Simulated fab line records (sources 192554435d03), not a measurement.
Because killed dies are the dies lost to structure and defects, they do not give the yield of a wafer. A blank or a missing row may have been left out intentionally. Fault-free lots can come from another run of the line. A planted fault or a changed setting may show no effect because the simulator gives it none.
Comparing a struck lot with a sound one    flow n5Finfet    27 out of 1938 route steps
Sound: wafers L420.1, L420.4, L420.5. Wafers struck: L430.1, L430.2, L430.3. At the end, the cause is stated.
At each step with rows: each side's tool, then ch and its chambers, then its first start. Under that, the readings that differ: sound wafers    struck wafers    difference of the means    sigmas: that difference in standard deviations of wafers without a fault.
alike: a reading whose means differ by less than 2 such deviations, as well as words and numbers matching on both sides. not compared: withheld readings; readings where some wafer has no value; bounds like >300 that might hide an equal value; numbers whose values overlap and for which the record gives no deviation.
A row with sigmas, a row that says differs or no value, or rows on one side alone: a step with any of these is where the two part. Numbers that don't overlap but have no deviation are shown without sigmas and don't part them. A reading that every wafer of one side lacks parts them only if that side has two wafers or more.

first, 4 steps without rows for these wafers: N5_BEOL_M0_WET_ETCH_106 (etches SiO2 in DHF, target depth 130 nm, rinse time 30 s); N5_BEOL_M0_ETCH_128 (etches SiCN in CF4/N2, target depth 12 nm, overetch 5.1 nm, time 21.4 s); N5_BEOL_M0_TRENCH_ETCH_107 (etches SiOC in C4F6/O2, target depth 32.8 nm, time 16.4 s); N5_BEOL_M0_STRIP_142 (strips in N2/H2, time 10 s).
N5_BEOL_M0_OCD_MEAS_108:
  sound: ocd-02 at day 7 01:26; struck: ocd-02 at day 9 19:23
  alike: trenchDepthNm
then, 2 steps without rows for these wafers: N5_BEOL_M0_HM_STRIP_129 (strips TiN in peroxide tin strip, target depth 17 nm, time 108 s); N5_BEOL_M0_SRD_130 (time 30 s).
N5_BEOL_M0_ETCH_109: etches SiCN in CH3F/O2, target depth 8 nm, overetch 2.4 nm, time 27.4 s.
  sound on rieDiel-03 ch 1,2, day 7 01:34; struck on rieDiel-05 ch 0,2,3, day 9 19:30
  alike: CH3F_flow_sccm, drypumpMotorCurrentA, oesProductAu, rfVppV, showerheadPlenumPTorr, throttleValvePct
  not compared: rfHoursCounterH
then, 2 steps without rows for these wafers: N5_BEOL_M0_STRIP_139 (strips in post etch residue remover, time 60 s); N5_BEOL_M0_SRD_111 (time 30 s).
N5_BEOL_M0_DEGAS_112: time 60 s.
  sound: pvdSputter-03 at day 7 01:54; struck: pvdSputter-03 at day 9 19:48
  alike: heaterPowerW
then, 1 step without rows for these wafers: N5_BEOL_M0_PRE_CLEAN_113 (time 30 s).
N5_BEOL_M0_ALD_136: deposits TaN, pulse time 2 s, purge time 3 s, co reactant purge time 2 s.
  sound on aldMetal-03 ch 0,2,3, day 7 02:07; struck on aldMetal-03 ch 0,1,2, day 9 19:56
  no value came back on the struck wafers for aldCycles, chamberPressureTorr (Torr), coReactantPulseTimeS (s), heaterPowerW (W); on the sound wafers aldCycles reads 30 30 30
N5_BEOL_M0_SURFACE_TREAT_137:
  sound: pvdSputter-03 at day 7 02:24; struck: pvdSputter-01 at day 9 20:19
  not compared: throttleValvePct
then, 5 steps without rows for these wafers: N5_BEOL_M0_CVD_115 (deposits Co from CCTBA/H2, time 120 s); N5_BEOL_M0_SPUTTER_116 (material Cu, target thk 4 nm, time 7.37 s); N5_BEOL_M0_ANNEAL_117 (time 60 s); N5_BEOL_M0_SPUTTER_132 (material Cu, target thk 4 nm, time 7.37 s); N5_BEOL_M0_ANNEAL_133 (time 60 s).
N5_BEOL_M0_SPUTTER_134: material Cu, target thk 4 nm, time 7.37 s.
  sound: pvdSputter-02 at day 7 03:08; struck: pvdSputter-01 at day 9 20:46
  alike: throttleValvePct
then, 3 steps without rows for these wafers: N5_BEOL_M0_ANNEAL_135 (time 60 s); N5_BEOL_M0_SPUTTER_141 (material Cu, target thk 4 nm, time 7.37 s); N5_BEOL_M0_ECD_118 (material Cu, target thk 300 nm).
N5_BEOL_M0_ANNEAL_119: time 90 s.
  sound on rtpAnneal-01 ch 0, day 7 04:05; struck on rtpAnneal-01 ch 0, day 10 00:55
  alike: wafer_temp_C_max
N5_BEOL_M0_CMP_120: polishes, stops on SiOC, t overpolish 6.9 s.
  sound on cmp-04 ch 0,2,3, day 7 04:23; struck on cmp-03 ch 1,2,3, day 10 01:16
reading                    sound           struck          difference  sigmas
barrierFieldEndpointS (s)  3.81 3.71 3.77  1.87 1.88 1.84  -1.90       -13
  alike: clearingPlatenRpm, motorCurrentA
N5_BEOL_M4_RC_MEAS_101:
  the record has rows for the sound wafers here (prober-02 ch 0, day 9 22:43) and none for the struck ones
-- record jumps: 7 days separate the struck wafers' starts on either side; left off in module BEOL_M4, taken up again in module PASSIVATION, whose first shown step is the route's number 1936 --
N5_PASSIVATION_PROBE_49:
  rows exist in the record for the struck wafers here (prober-02, day 16 20:54), but not for the sound ones

## WHERE THEY PART
Earliest at N5_BEOL_M0_ALD_136; latest, in this record, at N5_PASSIVATION_PROBE_49.

WHY: whatever the simulator had introduced
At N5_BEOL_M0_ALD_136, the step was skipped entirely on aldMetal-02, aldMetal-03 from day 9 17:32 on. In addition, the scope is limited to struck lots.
